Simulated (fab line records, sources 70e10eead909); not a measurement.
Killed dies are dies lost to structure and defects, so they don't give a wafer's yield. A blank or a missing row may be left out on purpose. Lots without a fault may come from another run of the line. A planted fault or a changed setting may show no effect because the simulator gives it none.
A struck lot beside a sound one | flow nand_harc | 13 steps out of a route of 1159
Sound: wafers L328.1, L328.4, L328.6. Struck: wafers L336.4, L336.5, L336.6. The cause comes at the end.
At each step with rows: each side's tool, then ch and its chambers, then its first start. Under that, the readings that differ: sound wafers | struck wafers | difference of the means | sigmas: that difference in standard deviations of wafers without a fault.
alike: readings whose means differ by less than 2 such deviations, and words and numbers that are the same on both sides. not compared: withheld readings, readings that some wafer has no value for, bounds like >300 that may hide the same value, and numbers for which the record gives no deviation and whose values overlap.
The two part at a step that has a row with sigmas, a row that says differs or no value, or rows on one side only. Numbers that don't overlap but have no deviation are shown without sigmas and don't part them. A reading that every wafer of one side lacks parts them only if that side has two wafers or more.

first, 3 steps without rows for these wafers: NHARC_A_STAIRCASE_STRIP_317 (strips in SPM, time 900 s); NHARC_A_STAIRCASE_PRECLEAN_318 (cleans in SC1); NHARC_A_STAIRCASE_SRD_329.
NHARC_A_STAIRCASE_ALD_415: deposits SiO2, target thk 30 nm, pulse time 6 s, ald cycles 300.
  sound on ald_hk-01 ch 0,2, day 12 15:23; struck on ald_hk-01 ch 0,2,3, day 14 13:31
  alike: heater_power_w, precursor_pulse_height_rel
NHARC_A_STAIRCASE_ETCHBACK_416: etches the open film in C4F8/O2/Ar, target depth 36 nm, time 7.2 s.
  sound on rie_diel-12 ch 0,3; struck on rie_diel-12 ch 0,3
  alike: oes_product_au, rf_vpp_V
  not compared: rf_hours_counter_h
NHARC_A_STAIRCASE_STRIP_476: strips in O2, time 20 s.
  sound on rie_diel-12 ch 0,1,2, day 12 17:35; struck on rie_diel-12 ch 0,1,2, day 14 14:59
  alike: drypump_motor_current_A, oes_product_au, rf_vpp_V, showerhead_plenum_p_Torr, throttle_valve_pct
  not compared: rf_hours_counter_h
NHARC_A_STAIRCASE_DEP_417: deposits Si3N4, target thk 60 nm.
  sound on pecvd-01 ch 0,1,2, day 12 17:46; struck on pecvd-01 ch 0,1,2, day 14 15:17
  alike: heater_power_w
then, 4 steps without rows for these wafers: NHARC_A_STAIRCASE_WET_418 (chemistry H3PO4, target depth 20 nm); NHARC_A_STAIRCASE_PRECLEAN_419 (cleans in SC1); NHARC_A_STAIRCASE_SRD_421; NHARC_A_STAIRCASE_ALD_420 (deposits SiO2, target thk 20 nm, pulse time 6 s, ald cycles 200).
NHARC_A_STAIRCASE_CVD_552: deposits SiNx, target thk 40 nm.
  sound on lpcvd-02 ch 1, day 13 03:57; struck on lpcvd-02 ch 1, day 15 06:08
  alike: spike_tc_centre_C
NHARC_A_STAIRCASE_DEP_151: deposits SiO2, target thk 3800 nm.
  sound on pecvd-01 ch 0,1, day 13 07:44; struck on pecvd-01 ch 0,1,2, day 15 10:33
  alike: heater_power_w

WHERE THEY PART
Nowhere in this record.

WHY: what the simulator had put in
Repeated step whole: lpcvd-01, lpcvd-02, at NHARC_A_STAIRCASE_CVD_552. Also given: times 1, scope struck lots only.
